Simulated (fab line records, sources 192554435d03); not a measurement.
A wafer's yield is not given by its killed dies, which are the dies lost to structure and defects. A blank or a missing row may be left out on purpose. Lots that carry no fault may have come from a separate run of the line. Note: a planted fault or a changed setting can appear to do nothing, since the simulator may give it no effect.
fab line records -- flow n5_finfet -- part 2 of 2: steps 22 to 28 of 28
[record] lots = 5, wafers = 15, last_day = 17
route steps=1938 shown BEOL_M6@1261 BEOL_M7@1263
lots that met no fault: from a run of the same line without faults
start_h: hours from the record's opening day to when the first of the lot's shown wafers began -- wait_h: how many hours have passed since the lot's step before this one -- " identical to the entry in the row above -- L1.1+2: several wafers, shown together as one row -- - no value, or no start given -- * or withheld: withheld -- < > ~ a bound
route shown NAME@n: a module of which the file shows steps, and the number in the route of the first -- usual: mean/standard deviation taken from wafers without a fault -- same: alike in all rows -- chamber/n: place in a boat -- sites: each site's reading -- _std_site: standard deviation across them -- _edge_site: outer sites' mean less inner sites' -- radius_mm: how far each site lies from the wafer's centre -- mask NAME#n: copy n -- behind: the last tool/chamber to shape the wafer -- hold: why the lot was held/for how many hours/how that ended -- device: whichever transistor did not switch (one of n, p or np) -- end of line: tests run on the same wafers once the route is complete -- where a step has no rows: the recipe by itself -- killed: dies that structure and defects cost at the first sort, which is not the same as the wafer's yield -- map: dies across one wafer; x = killed, . = not, _ = none there
set.NAME: the setting as run; set.NAME@STEP: as run at that earlier step -- model.NAME: the simulator's own value behind a step, which no gauge read
a table for each step, a row for each wafer; lots at some steps of the route
services: when a tool's chamber went out of use (start_h, in hours from the record's first day, below 0 if earlier), for how many hours, and the reason
[[steps]]
[step N5_BEOL_M7_STRIP_68]
[recipe] chemistry = N2/H2, temp_c = 40, n2_flow_sccm = 200, h2_flow_sccm = 200, rf_frequency_hz = 6e+07
lot.wafer,tool,chamber,start_h,wait_h
L076.4+5+6,rie_diel-05,"2,3,2",201.36,0.1
L081.2+4+5,rie_diel-06,"1,2,1",236.96,0.1
L083.1+4+5,rie_diel-05,"3,0,3",248.72,0.1
L088.3+4+6,rie_diel-03,"0,3,3",279.76,0.1
L093.2+3+6,rie_diel-05,"0,1,0",319.17,0.1
[step N5_BEOL_M7_STRIP_67]
[recipe] chemistry = CF4, resist = SiARC, power_w = 300, bias_power_w = 75, pressure_mtorr = 50, cf4_flow_sccm = 150, rf_frequency_hz = 6e+07
[usual] drypump_motor_current_A = 5.8/0.48, oes_product_au = 0.72/0.055, rf_vpp_V = 271.5/1.4, showerhead_plenum_p_Torr = 1.82/0.044, throttle_valve_pct = 13.68/0.18
lot.wafer,tool,chamber,start_h,wait_h,drypump_motor_current_A,oes_product_au,rf_hours_counter_h,rf_vpp_V,showerhead_plenum_p_Torr,throttle_valve_pct
L076.4,rie_diel-05,2,201.37,0.0,6.3,0.73,208,273.1,1.83,13.44
L076.5,rie_diel-05,3,201.37,0.0,6.1,0.68,-,269.5,1.77,13.76
L076.6,rie_diel-05,2,201.37,0.0,6.4,0.73,-,272.0,1.83,13.44
L081.2,rie_diel-06,1,236.97,0.0,5.7,0.68,220,271.2,1.84,13.52
L081.4,rie_diel-06,2,236.97,0.0,6.7,0.76,149,270.1,1.73,13.64
L081.5,rie_diel-06,1,236.97,0.0,5.7,0.68,-,271.8,1.84,13.53
L083.1,rie_diel-05,3,248.73,0.0,6.0,0.67,242,271.5,1.76,13.79
L083.4,rie_diel-05,0,248.73,0.0,5.3,0.74,173,272.0,1.88,13.50
L083.5,rie_diel-05,3,248.73,0.0,6.0,0.67,-,269.8,1.76,13.78
L088.3,rie_diel-03,0,279.77,0.0,5.9,0.70,215,271.5,1.85,13.68
L088.4,rie_diel-03,3,279.77,0.0,5.9,0.66,250,271.4,1.85,14.11
L088.6,rie_diel-03,3,279.77,0.0,5.9,0.66,-,270.7,1.85,14.14
L093.2,rie_diel-05,0,319.18,0.0,5.3,0.72,196,272.9,1.87,13.56
L093.3,rie_diel-05,1,319.18,0.0,5.1,0.69,225,272.3,1.85,13.88
L093.6,rie_diel-05,0,319.18,0.0,5.3,0.72,-,271.6,1.87,13.56
[step N5_BEOL_M7_HM_OPEN_17]
[recipe] chemistry = Cl2/BCl3, target_depth_a = 200, overetch_a = 60, target = TiN, mask_material = SOC, ion_energy_ev = 150, pressure_mtorr = 10, icp_w = 1000, bias_w = 126, Cl2_flow_sccm = 53.25, bcl3_flow_sccm = 21.75, Ar_flow_sccm = 25
[usual] drypump_motor_current_A = 5.6/0.33, he_backside_leak_sccm = 3.3/0.34, mfc_ar_sccm = 25.01/0.075, oes_product_au = 0.64/0.087, throttle_valve_pct = 22.1/0.35
lot.wafer,tool,chamber,start_h,wait_h,drypump_motor_current_A,he_backside_leak_sccm,mfc_ar_sccm,oes_product_au,rf_hours_counter_h,throttle_valve_pct
L076.4,rie_metal-03,0,201.44,0.1,5.6,3.4,24.92,0.52,-,22.3
L076.5,rie_metal-03,1,201.44,0.1,6.0,3.0,24.87,0.68,-,21.5
L076.6,rie_metal-03,0,201.44,0.1,5.6,3.4,24.94,0.51,-,22.3
L081.2,rie_metal-01,0,237.01,0.0,5.9,3.5,24.84,0.56,91,22.4
L081.4,rie_metal-01,0,237.01,0.0,5.9,3.4,24.94,0.56,-,22.5
L081.5,rie_metal-01,0,237.01,0.0,5.9,3.4,24.96,0.56,-,22.5
L083.1,rie_metal-03,1,248.77,0.0,5.9,3.0,25.10,0.67,46,21.5
L083.4,rie_metal-03,1,248.77,0.0,6.0,3.0,24.94,0.66,-,21.5
L083.5,rie_metal-03,1,248.77,0.0,6.0,3.4,25.01,0.66,-,21.5
L088.3,rie_metal-03,0,279.84,0.1,5.6,3.1,24.95,0.84,-,22.2
L088.4,rie_metal-03,1,279.84,0.1,6.0,2.9,25.04,0.65,-,21.6
L088.6,rie_metal-03,1,279.84,0.1,6.0,3.0,25.05,0.65,-,21.5
L093.2,rie_metal-03,1,319.22,0.0,6.0,3.2,25.12,0.64,54,21.6
L093.3,rie_metal-03,1,319.22,0.0,6.0,3.2,25.10,0.65,-,21.5
L093.6,rie_metal-03,0,319.22,0.0,5.6,2.9,24.93,0.79,-,22.2
[step N5_BEOL_M7_STRIP_19]
[recipe] chemistry = O2, power_w = 400, temp_c = 40, pressure_mtorr = 30, rf_frequency_hz = 6e+07, bias_power_w = 0, overash_fraction = 0.2, o2_flow_sccm = 225
[usual] drypump_motor_current_A = 5.8/0.48, oes_product_au = 0.73/0.075, rf_vpp_V = 3.6/0.61, showerhead_plenum_p_Torr = 2.13/0.062, throttle_valve_pct = 16.75/0.18
lot.wafer,tool,chamber,start_h,wait_h,drypump_motor_current_A,oes_product_au,rf_hours_counter_h,rf_vpp_V,showerhead_plenum_p_Torr,throttle_valve_pct
L076.4,rie_diel-05,3,201.65,0.2,6.0,0.65,230,3.8,2.07,16.83
L076.5,rie_diel-05,1,201.65,0.2,5.1,0.69,-,2.9,2.17,16.87
L076.6,rie_diel-05,0,201.65,0.2,5.3,0.75,-,2.8,2.17,16.46
L081.2,rie_diel-06,2,237.12,0.1,6.7,0.77,150,2.8,2.02,16.76
L081.4,rie_diel-06,3,237.12,0.1,5.2,0.73,221,4.1,2.00,16.86
L081.5,rie_diel-06,0,237.12,0.1,5.7,0.69,-,3.6,2.19,16.78
L083.1,rie_diel-06,0,248.96,0.2,5.7,0.69,218,3.9,2.19,16.79
L083.4,rie_diel-06,3,248.96,0.2,5.2,0.73,225,4.2,2.00,16.86
L083.5,rie_diel-06,0,248.96,0.2,5.7,0.69,-,5.2,2.19,16.78
L088.3,rie_diel-05,2,279.92,0.1,6.4,0.71,232,4.5,2.17,16.68
L088.4,rie_diel-05,0,279.92,0.1,5.3,0.75,-,3.2,2.17,16.49
L088.6,rie_diel-05,1,279.92,0.1,5.1,0.69,-,3.5,2.16,16.89
L093.2,rie_diel-06,2,319.33,0.1,6.7,0.76,176,4.0,2.01,16.82
L093.3,rie_diel-06,3,319.33,0.1,5.2,0.72,249,4.7,1.99,16.91
L093.6,rie_diel-06,3,319.33,0.1,5.2,0.70,-,3.3,1.99,16.89
[step N5_BEOL_M7_CD_MEAS_18]
[recipe] pitch_nm = 80, target_cd_nm = 40
[usual] cd_nm = 39.9/0.78
lot.wafer,tool,chamber,start_h,wait_h,cd_nm
L076.4,cd_sem-01,-,201.72,0.1,37.7
L076.5,cd_sem-01,-,201.72,0.1,40.0
L076.6,cd_sem-01,-,201.72,0.1,39.1
L081.2,cd_sem-03,-,237.19,0.1,40.1
L081.4,cd_sem-03,-,237.19,0.1,39.9
L081.5,cd_sem-03,-,237.19,0.1,39.5
L083.1,cd_sem-01,-,249.03,0.0,39.4
L083.4,cd_sem-01,-,249.03,0.0,40.2
L083.5,cd_sem-01,-,249.03,0.0,39.8
L088.3,cd_sem-01,-,280.00,0.1,40.5
L088.4,cd_sem-01,-,280.00,0.1,40.5
L088.6,cd_sem-01,-,280.00,0.1,39.3
L093.2,cd_sem-02,-,319.41,0.1,40.0
L093.3,cd_sem-02,-,319.41,0.1,38.7
L093.6,cd_sem-02,-,319.41,0.1,39.7
[step N5_BEOL_M7_COAT_63]
[recipe] resist = SOC, temp_c = 250, time_s = 60, spin_rpm = 1500, resist_thk_nm = 60
[usual] plate_temp_C = 249.98/0.18, spin_speed_rpm = 1500.0/0.9
lot.wafer,tool,chamber,start_h,wait_h,plate_temp_C,spin_speed_rpm
L076.4,litho_track-03,0,204.93,3.2,250.05,1499.9
L076.5,litho_track-03,0,204.93,3.2,249.82,1500.2
L076.6,litho_track-03,0,204.93,3.2,250.08,1500.3
L081.2,litho_track-03,0,240.15,3.0,250.23,1498.4
L081.4,litho_track-03,0,240.15,3.0,250.17,1500.5
L081.5,litho_track-03,0,240.15,3.0,250.01,1500.2
L083.1,litho_track-01,0,249.07,0.0,249.85,1500.9
L083.4,litho_track-01,0,249.07,0.0,249.97,1500.7
L083.5,litho_track-01,0,249.07,0.0,249.92,1501.2
L088.3,litho_track-01,0,283.06,3.1,250.05,1500.0
L088.4,litho_track-01,0,283.06,3.1,249.78,1500.4
L088.6,litho_track-01,0,283.06,3.1,249.83,1499.8
L093.2,litho_track-02,0,319.44,0.0,249.97,1500.5
L093.3,litho_track-02,0,319.44,0.0,250.18,1501.0
L093.6,litho_track-02,0,319.44,0.0,250.42,1501.0
[step N5_BEOL_M7_COAT_64]
[recipe] resist = SiARC, temp_c = 220, time_s = 60, spin_rpm = 1500, resist_thk_nm = 12
[usual] plate_temp_C = 220.02/0.18, spin_speed_rpm = 1499.9/0.89
lot.wafer,tool,chamber,start_h,wait_h,plate_temp_C,spin_speed_rpm
L076.4,litho_track-03,0,-,-,219.63,1499.7
L076.5,litho_track-03,0,-,-,219.63,1500.2
L076.6,litho_track-03,0,-,-,219.98,1499.2
L081.2,litho_track-03,0,-,-,220.23,1498.1
L081.4,litho_track-03,0,-,-,220.09,1498.7
L081.5,litho_track-03,0,-,-,220.15,1500.1
L083.1,litho_track-01,0,-,-,220.02,1500.0
L083.4,litho_track-01,0,-,-,220.23,1499.4
L083.5,litho_track-01,0,-,-,220.05,1500.1
L088.3,litho_track-01,0,-,-,220.10,1500.7
L088.4,litho_track-01,0,-,-,220.12,1502.0
L088.6,litho_track-01,0,-,-,220.00,1499.4
L093.2,litho_track-02,0,-,-,219.93,1501.2
L093.3,litho_track-02,0,-,-,220.03,1500.2
L093.6,litho_track-02,0,-,-,220.13,1498.1
[[services]]
tool,chamber,start_h,hours,kind
arfi_scanner-03,-,169.76,1.0,pm
pecvd-04,-,170.44,0.4,repair
pvd_sputter-02,-,174.82,1.6,repair
arfi_scanner-03,-,175.52,0.6,repair
rie_diel-06,-,182.23,2.8,pm
pecvd-04,-,190.11,0.7,repair
arfi_scanner-03,-,192.12,1.3,pm
pecvd-04,2,206.38,3.8,repair
pecvd-02,-,222.95,4.3,pm
uv_cure-02,-,241.48,7.5,pm
rie_diel-03,-,242.73,14.6,pm
uv_cure-02,-,249.03,6.0,pm
arfi_scanner-03,-,260.03,1.9,repair
pecvd-02,-,271.36,6.0,pm
arfi_scanner-03,-,275.89,3.0,repair
rie_diel-05,1,282.09,17.6,repair
arfi_scanner-03,-,284.50,3.1,pm
arfi_scanner-03,-,287.62,1.0,pm
arfi_scanner-03,-,294.30,0.8,pm
rie_diel-05,2,299.70,4.2,repair
rie_diel-05,-,302.74,1.0,repair
arfi_scanner-03,-,306.73,6.6,repair
arfi_scanner-03,-,317.62,1.3,pm
pecvd-01,-,318.70,1.5,repair
